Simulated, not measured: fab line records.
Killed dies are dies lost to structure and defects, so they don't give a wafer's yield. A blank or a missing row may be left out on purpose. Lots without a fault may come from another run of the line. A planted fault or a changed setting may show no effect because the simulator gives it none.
Comparing a struck lot with a sound one :: flow nand_harc :: 37 out of 1159 route steps
Sound: wafers L966.2, L966.4, L966.6. Wafers L976.1, L976.2, L976.6 were the ones struck. The cause is named last.
For every step that has rows: the tool of each side, followed by ch and its chambers, followed by its first start. Under that, the readings that differ: sound wafers :: struck wafers :: difference of the means :: sigmas: that difference in standard deviations of wafers without a fault.
alike: readings with means less than 2 such deviations apart, plus words and numbers identical on both sides. not compared: withheld readings, readings lacking a value on some wafer, bounds such as >300 that could conceal the same value, and numbers that have no deviation in the record and whose values overlap.
Wherever a step has rows on one side only, a row that says differs or no value, or a row with sigmas, the two part there. Non-overlapping numbers with no deviation appear without sigmas and do not part them. A reading missing from all wafers of one side parts the sides only when that side holds two or more wafers.

first, 2 steps without rows for these wafers: NHARC_A_STAIRCASE_ALD_415 (deposits SiO2, target thk 30 nm, pulse time 6 s, ald cycles 300); NHARC_A_STAIRCASE_ETCHBACK_416 (etches the open film in C4F8/O2/Ar, target depth 36 nm, time 7.2 s).
NHARC_A_STAIRCASE_STRIP_476: strips in O2, time 20 s.
  sound on rie_diel-02 ch 0,3, day 11 06:16; struck on rie_diel-03 ch 1,3, day 14 14:10
  alike: drypump_motor_current_A, oes_product_au, rf_vpp_V, showerhead_plenum_p_Torr, throttle_valve_pct
  not compared: rf_hours_counter_h
NHARC_A_STAIRCASE_DEP_417: deposits Si3N4, target thk 60 nm.
  sound on pecvd-04 ch 1,2, day 11 06:35; struck on pecvd-01 ch 0,1, day 14 14:47
  alike: heater_power_w
then, 5 steps without rows for these wafers: NHARC_A_STAIRCASE_WET_418 (chemistry H3PO4, target depth 20 nm); NHARC_A_STAIRCASE_PRECLEAN_419 (cleans in SC1); NHARC_A_STAIRCASE_SRD_421; NHARC_A_STAIRCASE_ALD_420 (deposits SiO2, target thk 20 nm, pulse time 6 s, ald cycles 200); NHARC_A_STAIRCASE_CVD_552 (deposits SiNx, target thk 40 nm).
NHARC_A_STAIRCASE_DEP_151: deposits SiO2, target thk 3800 nm.
  sound on pecvd-04 ch 0,2, day 11 18:25; struck on pecvd-01 ch 0,1, day 15 03:19
  alike: heater_power_w, mfc_precursor_sccm
then, 1 step without rows for these wafers: NHARC_A_STAIRCASE_ANNEAL_320 (time 1800 s).
NHARC_A_STAIRCASE_DEP_322: deposits SiO2, target thk 3800 nm.
  sound on pecvd-04 ch 0,1,2, day 12 02:12; struck on pecvd-04 ch 0,1, day 15 10:37
  alike: heater_power_w, mfc_precursor_sccm
then, 1 step without rows for these wafers: NHARC_A_STAIRCASE_ANNEAL_323 (time 1800 s).
NHARC_A_STAIRCASE_DEP_325: deposits SiO2, target thk 3800 nm.
  sound on pecvd-04 ch 0,1,2, day 12 09:23; struck on pecvd-04 ch 0,1, day 15 21:38
  alike: heater_power_w, mfc_precursor_sccm
then, 20 steps without rows for these wafers: NHARC_A_STAIRCASE_ANNEAL_326 (time 1800 s); NHARC_A_STAIRCASE_DEHYDRATE_433 (time 120 s); NHARC_A_STAIRCASE_HMDS_434 (time 30 s); NHARC_A_STAIRCASE_COAT_435; NHARC_A_STAIRCASE_SOFTBAKE_436 (time 170 s); NHARC_A_STAIRCASE_EBR_437; NHARC_A_STAIRCASE_EXPOSE_438 (exposes mask STAIR REV); NHARC_A_STAIRCASE_PEB_439 (peb time 130 s); NHARC_A_STAIRCASE_DEVELOP_440 (time 140 s); NHARC_A_STAIRCASE_HARDBAKE_442 (time 140 s); NHARC_A_STAIRCASE_DESCUM_443 (chemistry O2, time 3 s); NHARC_A_STAIRCASE_ETCH_444 (etches the open film in C4F8/O2, target depth 10200 nm, time 3400 s); NHARC_A_STAIRCASE_STRIP_446 (strips in O2); NHARC_A_STAIRCASE_STRIP_447 (strips in SPM, time 900 s); NHARC_A_STAIRCASE_PRECLEAN_448 (cleans in SC1); NHARC_A_STAIRCASE_SRD_449; NHARC_A_STAIRCASE_CMP_450 (polishes SiO2, target thk 200 nm); NHARC_A_STAIRCASE_CMP_152 (polishes); NHARC_A_STAIRCASE_SRD_154; NHARC_A_STAIRCASE_ETCH_403 (etches SiO2 in dHF, target depth 108.2 nm).
NHARC_A_STAIRCASE_ETCHBACK_422: etches the open film in CH3F/O2, target depth 40 nm, time 74.286 s.
  sound on rie_diel-03 ch 0,3, day 12 21:44; struck on rie_diel-12 ch 0,1,2, day 16 09:27
  alike: drypump_motor_current_A, oes_product_au, rf_vpp_V, showerhead_plenum_p_Torr, throttle_valve_pct
  not compared: rf_hours_counter_h
then, 1 step without rows for these wafers: NHARC_A_STAIRCASE_ETCH_423 (etches SiO2 in dHF, target depth 30 nm).
-- break in the record here, with 5 days between the starts of the struck wafers on either side (left off in module A_STAIRCASE, picked up again in module END, where the first step shown is number 1159 on the route) --
NHARC_END_SORT_01:
  only the struck wafers appear in the record here, on prober-02 ch 0 at day 21 19:05; the sound ones have no rows

WHERE THEY PART
Only at NHARC_END_SORT_01, as far as this record shows.

WHY: the cause the simulator had injected
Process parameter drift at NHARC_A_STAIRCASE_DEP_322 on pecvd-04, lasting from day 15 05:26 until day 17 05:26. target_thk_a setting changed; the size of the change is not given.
